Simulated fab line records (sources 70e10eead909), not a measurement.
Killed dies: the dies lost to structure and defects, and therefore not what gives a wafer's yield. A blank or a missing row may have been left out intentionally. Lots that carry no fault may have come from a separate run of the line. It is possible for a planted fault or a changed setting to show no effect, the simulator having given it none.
One fault through the eyes of 3 desks | flow nand harc | what lay behind the numbers comes last; until then each desk has only its own

FOR THE TOOL OWNER'S DESK: arfi scanner-02
The tool's own readings at NHARC_P_M1_EXPOSE_06 (exposes mask P M1, target cd 130 nm): means of the sampled wafers that have a number, for each lot that ran on this tool. If a lot's mean is further than 4 standard deviations from the usual mean, the lot is out of limits and carries the mark OUT (the distance appears in the brackets).
Columns: A = exposure dose mJ cm2 at NHARC_P_M1_EXPOSE_06, usual 81.88
lot  | first seen here | A
L700 | day 6 21:01     | 81.82
L701 | day 7 14:17     | 81.91
L706 | day 9 01:30     | 81.92
L709 | day 9 06:59     | 81.86
L715 | day 11 09:06    | 125.60 (+99 or more) OUT
L718 | day 11 11:30    | 117.29 (+99 or more) OUT
L717 | day 11 12:05    | 117.35 (+99 or more) OUT
This desk's verdict: out of limits on L715, L717, L718, starting with L715 at day 11 09:06 (exposure dose mJ cm2 at NHARC_P_M1_EXPOSE_06). Within limits: L700, L701, L706, L709.

THE DEFECT DESK
Inspection counts along the route, by lot: the mean over sampled wafers that carry a number. If a lot's mean is further than 4 standard deviations from the usual mean, the lot is out of limits and carries the mark OUT (the distance appears in the brackets).
Columns: A = raw defect count at NHARC_P_M0_INSPECT_27, usual 282
lot  | first seen here | A
L695 | day 5 17:40     | 417
L696 | day 6 07:24     | 205
L698 | day 6 08:50     | 311
L699 | day 6 19:05     | 304
L700 | day 6 19:44     | 292
L701 | day 7 13:11     | 283
L703 | day 7 22:16     | 261
L704 | day 8 16:09     | 222
L706 | day 9 00:16     | 330
L705 | day 9 05:31     | 372
L709 | day 9 05:45     | 265
L711 | day 9 23:02     | 287
L715 | day 11 06:32    | 118
L718 | day 11 10:22    | 402
L717 | day 11 10:58    | 422
This desk's finding: nothing out of limits on any of the 15 lots.

AT THE METROLOGY DESK
Lot by lot, what the gauges showed, no matter which tool ran the lot: averages of those sampled wafers that carry a number. If a lot's mean is further than 4 standard deviations from the usual mean, the lot is out of limits and carries the mark OUT (the distance appears in the brackets).
Columns: A = cd nm at NHARC_P_M1_CD_MEAS_09, usual 129.6 nm
lot  | first seen here | A
L695 | day 5 19:02     | 130.5
L696 | day 6 08:55     | 130.3
L698 | day 6 10:13     | 129.6
L699 | day 6 20:22     | 130.1
L700 | day 6 21:09     | 129.4
L701 | day 7 14:26     | 129.3
L703 | day 7 23:39     | 129.6
L704 | day 8 17:26     | 129.6
L706 | day 9 01:38     | 129.9
L705 | day 9 06:55     | 129.4
L709 | day 9 07:07     | 129.2
L711 | day 10 00:33    | 128.9
L715 | day 11 09:14    | 154.7 (+38) OUT
L718 | day 11 11:38    | 150.2 (+31) OUT
L717 | day 11 12:14    | 151.2 (+32) OUT
This desk's verdict: out of limits on L715, L717, L718, starting with L715 at day 11 09:14 (cd nm at NHARC_P_M1_CD_MEAS_09). Within limits: L695, L696, L698, L699, L700, L701, L703, L704, L706, L705, L709, L711.

PUT TOGETHER
An alarm could have come from the tool owner's desk at day 11 09:06, on L715, L717, L718.
Metrology desk: alarm possible at day 11 09:14 on L715, L717, L718.
No out-of-limits result turned up at the defect desk.
The defect desk has L715, L717, L718 on record, within its limits.
The lots listed all ran NHARC_P_M1_EXPOSE_06 on arfi scanner-02.

WHAT WAS PUT IN BY THE SIMULATOR
Process parameters drifting: arfi scanner-02 at NHARC_P_M1_EXPOSE_06, beginning at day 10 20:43. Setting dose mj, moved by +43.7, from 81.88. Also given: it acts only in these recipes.
Struck lots among those shown: L715, L717, L718.
Fault start to first reading out of limits, in hours, per desk: tool owner, 12; metrology, 13.
